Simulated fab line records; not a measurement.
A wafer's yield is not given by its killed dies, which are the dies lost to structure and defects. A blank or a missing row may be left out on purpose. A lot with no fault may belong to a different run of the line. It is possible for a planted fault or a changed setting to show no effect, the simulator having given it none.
fab line records	flow n5-finfet
[record] lots = 9	wafers = 26	last-day = 17
route steps=1938 shown BEOL_M1@792 BEOL_M4@1111
lots that met no fault: taken from a fault-free run of the same line
start-h: start of the lot's first displayed wafer, in hours after the record's first day	wait-h: hours since the lot's step before	" same as the row above	L1.1+2: one row covering several wafers at once	- no value present, or no start provided	* or withheld: withheld	< > ~ a bound
route shown NAME@n: a module of which the file shows steps, and the number in the route of the first	usual: mean and standard deviation over wafers with no fault	same: alike in all rows	chamber/n: place in a boat	sites: the reading at each site	_std_site: standard deviation of those values	_edge_site: the outer-site mean with the inner-site mean subtracted	radius-mm: how far each site lies from the wafer's centre	mask NAME#n: copy n	behind: tool/chamber where the wafer was last shaped	hold: reason for holding the lot/hours on hold/outcome of the hold	device: the n, p or np transistor that did not switch	end of line: at the end of the route, the tests of the same wafers	a step without rows: its recipe alone	killed: at the first sort, the dies lost to defects and structure; wafer yield is something else	map: a wafer's dies, x killed, . not, _ none there
set.NAME: the setting the step ran with; set.NAME@STEP: the setting that earlier step ran with	model.NAME: the simulator's own value behind a step, which no gauge read
a sample of lots followed through the steps of the route, with each step as a table and each wafer as a row
services: from which hour (start-h, from the record's first day; less than 0 if before it) a tool's chamber was out of use, for how many hours, and why
[[steps]]
[step N5_BEOL_M1_ALD_98]
[recipe] material = SiO2	target-thk-a = 25	temp-c = 100	ald-precursor-family = BDEAS	ald-co-reactant = O2-plasma	pulse-time-s = 1	co-reactant-pulse-time-s = 1	purge-time-s = 2	co-reactant-purge-time-s = 2	ald-cycles = 17	pressure-torr = 2
[usual] heater-power-w = 78/9.3	precursor-pulse-height-rel = 0.999/0.021	susceptor-temp-C = 100.00/0.14
lot.wafer	tool	chamber	start-h	wait-h	heater-power-w	precursor-pulse-height-rel	susceptor-temp-C
L683.2	ald-sin-03	2	127.69	0.1	70	0.993	99.87
L683.5	"	3	"	"	81	1.009	99.78
L684.3	ald-sin-01	0	132.17	0.1	88	0.998	100.01
L684.5	"	0	"	"	89	1.027	99.73
L684.6	"	1	"	"	83	0.999	99.95
L691.2	ald-sin-01	0	175.55	0.1	88	1.001	99.84
L691.5	"	2	"	"	61	1.031	99.91
L691.6	"	3	"	"	69	0.996	100.04
L695.2	ald-sin-01	0	203.52	0.1	75	0.975	92.81
L695.3	"	2	"	"	52	1.007	92.37
L695.6	"	2	"	"	51	1.004	92.49
L699.2	ald-sin-01	3	216.90	0.1	59	0.984	92.75
L699.3	"	2	"	"	53	1.003	92.68
L699.6	"	2	"	"	52	0.960	92.76
L701.2	ald-sin-04	0	234.43	0.1	72	1.028	99.91
L701.3	"	2	"	"	96	1.018	100.13
L701.4	"	1	"	"	74	1.038	99.76
L702.1	ald-sin-04	1	238.34	0.1	72	0.979	99.98
L702.2	"	3	"	"	83	0.988	100.12
L702.5	"	0	"	"	76	1.008	100.25
L703.1	ald-sin-03	2	247.56	0.1	71	0.999	100.13
L703.5	"	0	"	"	90	0.999	99.97
L703.6	"	1	"	"	83	1.016	99.83
L706.2	ald-sin-04	3	264.18	0.2	84	1.021	100.25
L706.4	"	2	"	"	94	0.981	100.22
L706.5	"	1	"	"	72	1.000	99.74
[step N5_BEOL_M1_ETCH_70]
[recipe] chemistry = N2/H2	target = SOC	target-depth-a = 800	overetch-a = 160	mask-material = SiARC	temp-c = 40	time-s = 120	ion-energy-ev = 200	pressure-mtorr = 30	source-w = 840	bias-w = 150	n2-flow-sccm = 200	h2-flow-sccm = 200
[usual] drypump-motor-current-A = 5.5/0.42	oes-product-au = 0.61/0.071	rf-fwd-power-W = 834.5/2.8	rf-vpp-V = 524.5/2.7	showerhead-plenum-p-Torr = 2.57/0.095	throttle-valve-pct = 17.8/0.31
lot.wafer	tool	chamber	start-h	wait-h	drypump-motor-current-A	oes-product-au	rf-fwd-power-W	rf-hours-counter-h	rf-vpp-V	showerhead-plenum-p-Torr	throttle-valve-pct
L683.2	rie-diel-04	2	133.37	0.0	5.2	0.68	834.4	24	526.0	2.60	17.6
L683.5	"	0	"	"	5.6	0.73	829.9	-	526.1	2.60	17.3
L684.3	rie-diel-02	1	133.44	0.0	6.0	0.53	833.4	218	518.8	2.38	17.4
L684.5	"	1	"	"	6.0	0.53	836.8	-	520.5	2.38	17.4
L684.6	"	3	"	"	5.9	0.54	835.6	-	525.9	2.62	18.3
L691.2	rie-diel-04	1	176.03	0.0	5.4	0.58	837.9	156	522.8	2.55	18.0
L691.5	"	3	"	"	5.9	0.56	835.6	-	524.7	2.61	18.2
L691.6	"	2	"	"	5.2	0.66	835.1	-	525.8	2.60	17.6
L695.2	rie-diel-02	0	207.59	0.0	5.8	0.69	832.2	22	528.4	2.70	17.6
L695.3	"	1	"	"	6.0	0.53	833.1	245	520.2	2.37	17.4
L695.6	"	0	"	"	5.8	0.69	836.8	-	528.6	2.70	17.6
L699.2	rie-diel-04	2	227.45	0.0	5.2	0.65	836.6	51	525.1	2.59	17.6
L699.3	"	1	"	"	5.4	0.56	835.0	170	523.2	2.55	18.0
L699.6	"	1	"	"	5.3	0.57	838.4	-	522.2	2.55	18.0
L701.2	rie-diel-06	3	235.98	0.0	4.8	0.53	838.7	232	526.6	2.63	18.0
L701.3	"	0	"	"	4.8	0.56	840.1	215	520.9	2.41	18.0
L701.4	"	2	"	"	4.7	0.70	835.1	11	528.9	2.71	17.9
L702.1	rie-diel-02	0	241.37	0.0	5.8	0.68	835.7	36	528.2	2.70	17.6
L702.2	"	2	"	"	5.5	0.54	837.1	235	524.8	2.63	18.1
L702.5	"	3	"	"	5.9	0.71	838.4	-	523.5	2.61	17.9
L703.1	rie-diel-06	1	258.43	0.0	5.8	0.66	834.4	43	521.9	2.46	17.5
L703.5	"	0	"	"	4.8	0.55	838.9	-	520.3	2.41	18.0
L703.6	"	1	"	"	5.8	0.66	834.9	-	522.2	2.46	17.5
L706.2	rie-diel-02	0	267.12	0.0	5.8	0.66	834.7	45	528.5	2.69	17.6
L706.4	"	2	"	"	5.5	0.53	836.0	245	525.4	2.62	18.1
L706.5	"	1	"	"	6.0	0.74	831.2	-	527.6	2.69	17.0
[step N5_BEOL_M1_VIA_ETCH_34]
[recipe] chemistry = C4F6/O2	target-depth-a = 678	mask-material = SOC	pressure-mtorr = 15	ion-energy-ev = 250	taper-deg = 4	time-s = 64.4	source-w = 350	bias-w = 170	Ar_flow_sccm = 300	C4F6_flow_sccm = 10	O2_flow_sccm = 10
[usual] drypump-motor-current-A = 5.5/0.43	oes-product-au = 0.80/0.1	rf-fwd-power-W = 346.6/1.4	rf-vpp-V = 667/15	showerhead-plenum-p-Torr = 2.87/0.097	throttle-valve-pct = 30.7/0.33
lot.wafer	tool	chamber	start-h	wait-h	drypump-motor-current-A	oes-product-au	rf-fwd-power-W	rf-hours-counter-h	rf-vpp-V	showerhead-plenum-p-Torr	throttle-valve-pct
L683.2	rie-diel-04	2	133.47	0.0	5.2	0.90	344.9	24	679	2.90	30.4
L683.5	"	0	"	"	5.5	0.97	345.6	-	661	2.90	30.4
L684.3	rie-diel-02	1	133.54	0.0	6.0	0.70	345.0	218	672	2.71	30.5
L684.5	"	1	"	"	6.0	0.69	345.6	-	672	2.71	30.5
L684.6	"	3	"	"	5.9	0.70	347.7	-	674	2.91	31.1
L691.2	rie-diel-04	1	176.13	0.0	5.3	0.75	345.3	156	651	2.82	30.5
L691.5	"	3	"	"	5.9	0.72	347.6	-	683	2.94	31.4
L691.6	"	2	"	"	5.3	0.87	344.6	-	679	2.89	30.4
L695.2	rie-diel-02	0	207.69	0.0	5.8	0.92	344.6	22	666	2.99	30.4
L695.3	"	1	"	"	6.0	0.67	346.1	246	672	2.70	30.5
L695.6	"	0	"	"	5.8	0.92	346.5	-	665	2.99	30.4
L699.2	rie-diel-04	2	227.55	0.0	5.2	0.87	346.9	51	680	2.88	30.4
L699.3	"	1	"	"	5.3	0.74	348.7	170	651	2.81	30.6
L699.6	"	1	"	"	5.3	0.74	347.5	-	652	2.81	30.6
L701.2	rie-diel-06	3	236.08	0.0	4.8	0.69	345.7	232	687	2.91	30.8
L701.3	"	0	"	"	4.8	0.72	348.9	215	662	2.69	30.9
L701.4	"	2	"	"	4.7	0.91	346.0	11	665	3.02	30.9
L702.1	rie-diel-02	0	241.47	0.0	5.7	0.89	346.9	36	664	2.98	30.4
L702.2	"	2	"	"	5.5	0.69	347.1	235	684	2.95	31.2
L702.5	"	3	"	"	5.9	0.93	348.5	-	675	2.90	30.7
L703.1	rie-diel-06	1	258.53	0.0	5.8	0.86	345.9	43	632	2.78	30.7
L703.5	"	0	"	"	4.8	0.72	346.4	-	660	2.69	30.9
L703.6	"	1	"	"	5.8	0.87	345.2	-	632	2.78	30.7
L706.2	rie-diel-02	0	267.22	0.0	5.8	0.88	344.8	45	665	2.98	30.4
L706.4	"	2	"	"	5.5	0.68	348.1	245	683	2.95	31.2
L706.5	"	1	"	"	6.0	0.96	347.2	-	682	3.04	30.2
[step N5_BEOL_M1_STRIP_36]
[recipe] chemistry = N2/H2	power-w = 450	temp-c = 40	pressure-mtorr = 20	rf-frequency-hz = 6e+07	overash-fraction = 0.3	bias-power-w = 7	h2-frac = 0.5	n2-flow-sccm = 200	h2-flow-sccm = 200
[usual] drypump-motor-current-A = 5.5/0.43	oes-product-au = 0.80/0.1	rf-vpp-V = 59.3/1.5	showerhead-plenum-p-Torr = 2.56/0.095	throttle-valve-pct = 23.6/0.42
lot.wafer	tool	chamber	start-h	wait-h	drypump-motor-current-A	oes-product-au	rf-hours-counter-h	rf-vpp-V	showerhead-plenum-p-Torr	throttle-valve-pct
L683.2	rie-diel-04	2	133.53	0.0	5.2	0.88	24	59.6	2.60	23.6
L683.5	"	0	"	"	5.6	0.98	-	59.2	2.59	23.1
L684.3	rie-diel-02	1	133.60	0.0	6.0	0.68	218	57.9	2.38	22.8
L684.5	"	1	"	"	6.0	0.68	-	59.8	2.38	22.8
L684.6	"	3	"	"	5.9	0.72	-	58.7	2.62	24.4
L691.2	rie-diel-04	1	176.19	0.0	5.4	0.76	156	58.7	2.55	24.0
L691.5	"	3	"	"	5.8	0.72	-	58.1	2.60	24.0
L691.6	"	2	"	"	5.2	0.87	-	62.6	2.59	23.6
L695.2	rie-diel-02	0	207.75	0.0	5.9	0.92	22	61.3	2.70	23.5
L695.3	"	1	"	"	6.0	0.67	246	59.3	2.37	22.8
L695.6	"	0	"	"	5.8	0.93	-	60.3	2.70	23.5
L699.2	rie-diel-04	2	227.61	0.0	5.3	0.86	51	57.8	2.58	23.6
L699.3	"	1	"	"	5.3	0.75	170	60.1	2.54	24.0
L699.6	"	1	"	"	5.3	0.75	-	57.0	2.54	24.0
L701.2	rie-diel-06	3	236.14	0.0	4.8	0.68	232	58.1	2.63	23.9
L701.3	"	0	"	"	4.8	0.72	215	57.8	2.41	23.7
L701.4	"	2	"	"	4.7	0.91	11	59.0	2.71	23.9
L702.1	rie-diel-02	0	241.53	0.0	5.9	0.90	36	58.2	2.69	23.5
L702.2	"	2	"	"	5.5	0.68	235	59.2	2.62	23.9
L702.5	"	3	"	"	6.0	0.95	-	57.8	2.61	23.9
L703.1	rie-diel-06	1	258.59	0.0	5.8	0.86	43	55.1	2.46	23.1
L703.5	"	0	"	"	4.8	0.72	-	57.6	2.40	23.8
L703.6	"	1	"	"	5.8	0.87	-	60.1	2.46	23.1
L706.2	rie-diel-02	0	267.28	0.0	5.9	0.88	45	59.4	2.69	23.6
L706.4	"	2	"	"	5.5	0.68	245	62.6	2.62	23.9
L706.5	"	1	"	"	6.0	0.93	-	59.3	2.68	22.5
[step N5_BEOL_M4_RC_MEAS_101]
[usual] DIBL_N = 36.9/1.6	DIBL_P = 37.1/2	IOFF_N = 0.17/0.032	IOFF_P = 0.22/0.036	ION_N = 674/12	ION_P = 463/7.8	SS_N = 71.7/0.63	SS_P = 73.5/0.62	VT_N = 249/3.3	VT_P = -250/3.5
lot.wafer	tool	chamber	start-h	wait-h	DIBL_N[mV/V]	DIBL_P[mV/V]	IOFF_N[nA/um]	IOFF_P[nA/um]	ION_N[uA/um]	ION_P[uA/um]	SS_N[mV/dec]	SS_P[mV/dec]	VT_N[mV]	VT_P[mV]
L683.2	prober-01	0	179.83	0.2	36.2	35.7	0.16	0.21	685	463	72.0	73.2	248	-251
L683.5	"	0	"	"	38.1	38.2	0.20	0.25	693	468	72.9	74.0	245	-246
L684.3	prober-02	0	188.90	0.3	36.8	37.8	0.15	0.27	664	466	71.3	73.3	252	-245
L684.5	"	0	"	"	36.7	36.2	0.15	0.24	649	462	71.9	73.0	251	-247
L684.6	"	0	"	"	37.8	37.1	0.17	0.25	666	466	71.1	73.1	249	-244
L691.2	prober-01	0	236.71	0.2	35.6	37.6	0.16	0.21	676	466	71.0	73.9	250	-249
L691.5	"	0	"	"	35.7	37.9	0.16	0.22	674	458	71.9	73.2	250	-252
L691.6	"	0	"	"	34.7	36.8	0.14	0.20	659	459	71.3	72.9	254	-252
L695.2	prober-01	0	249.72	0.2	33.2	33.8	0.11	0.13	658	451	71.9	72.2	258	-257
L695.3	"	0	"	"	34.9	38.0	0.13	0.19	650	451	71.8	72.7	258	-253
L695.6	"	0	"	"	34.9	36.9	0.14	0.17	664	457	71.5	72.2	252	-254
L699.2	prober-01	0	275.53	0.2	36.4	39.1	0.17	0.25	680	473	72.1	74.0	253	-248
L699.3	"	0	"	"	36.5	37.9	0.18	0.23	679	461	71.7	74.3	249	-249
L699.6	"	0	"	"	36.6	37.2	0.16	0.21	676	460	71.1	74.2	254	-254
L701.2	prober-01	0	280.19	0.2	36.1	35.9	0.16	0.25	672	468	71.8	73.7	247	-246
L701.3	"	0	"	"	39.8	38.9	0.24	0.30	697	479	72.4	74.4	243	-243
L701.4	"	0	"	"	37.8	37.5	0.20	0.28	695	473	71.5	73.8	245	-244
L702.1	prober-01	0	280.97	0.1	36.1	33.3	0.14	0.20	668	458	70.9	72.6	251	-249
L702.2	"	0	"	"	41.5	40.4	0.26	0.34	700	481	71.9	74.8	243	-241
L702.5	"	0	"	"	36.2	33.7	0.14	0.20	674	465	71.4	72.5	251	-247
L703.1	prober-02	0	298.40	0.0	38.9	36.3	0.19	0.25	672	465	73.1	74.1	250	-247
L703.5	"	0	"	"	36.9	34.8	0.15	0.23	674	463	71.7	74.1	251	-249
L703.6	"	0	"	"	35.1	33.3	0.13	0.20	666	462	71.1	73.0	253	-250
L706.2	prober-01	0	310.08	0.2	36.4	37.4	0.16	0.24	676	469	71.2	73.3	247	-245
L706.4	"	0	"	"	37.4	38.7	0.17	0.25	677	467	70.5	73.9	249	-247
L706.5	"	0	"	"	34.4	35.7	0.12	0.21	664	467	71.0	72.7	255	-249
[[services]]
tool	chamber	start-h	hours	kind
ald-sin-03	3	131.97	21.6	repair
rie-diel-02	0	132.05	-	clean
rie-diel-02	0	132.05	-	consumable-replace:focus-ring
rie-diel-02	0	132.05	-	consumable-replace:showerhead
rie-diel-02	0	132.05	15.5	scheduled-down
rie-diel-02	0	132.05	15.5	vent-cycle
ald-sin-01	-	152.16	0.5	repair
ald-sin-04	2	175.42	2.6	repair
ald-sin-03	-	177.74	14.0	pm
rie-diel-02	3	188.65	-	clean
rie-diel-02	3	188.65	-	consumable-replace:focus-ring
rie-diel-02	3	188.65	18.4	scheduled-down
rie-diel-02	3	188.65	18.4	vent-cycle
rie-diel-04	-	189.90	2.8	pm
ald-sin-04	0	207.03	3.6	repair
ald-sin-01	0	216.83	19.7	repair
rie-diel-02	1	217.11	-	clean
rie-diel-02	1	217.11	-	consumable-replace:focus-ring
rie-diel-06	1	224.30	2.0	repair
rie-diel-04	0	239.88	1.8	repair
ald-sin-01	1	240.50	14.2	repair
ald-sin-03	3	244.75	5.6	repair
rie-diel-02	1	252.83	7.7	repair
ald-sin-03	-	261.01	0.6	repair
[[key]]
[first-sign] step = N5_BEOL_M1_ALD_98	reading = susceptor-temp-C	direction = down	sigmas = 53	usual = *	struck = *
[effect] step = N5_BEOL_M1_ALD_98	reading = heater-power-w	direction = down	sigmas = 2.3	usual = *	struck = *
met-at N5_BEOL_M1_ALD_98
struck-lots L695,L699
not-acting-at N5_BEOL_M1_ETCH_70,N5_BEOL_M1_VIA_ETCH_34,N5_BEOL_M1_STRIP_36
onset-between 175.55 203.52
[fault] kind = process-parameter-drift	tool = ald-sin-01	chamber = -	onset-h = 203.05	steps = N5_BEOL_M1_ALD_98	channel = temp-c	offset = *	shape = step	end-h = 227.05	acts-in = *	stated = *
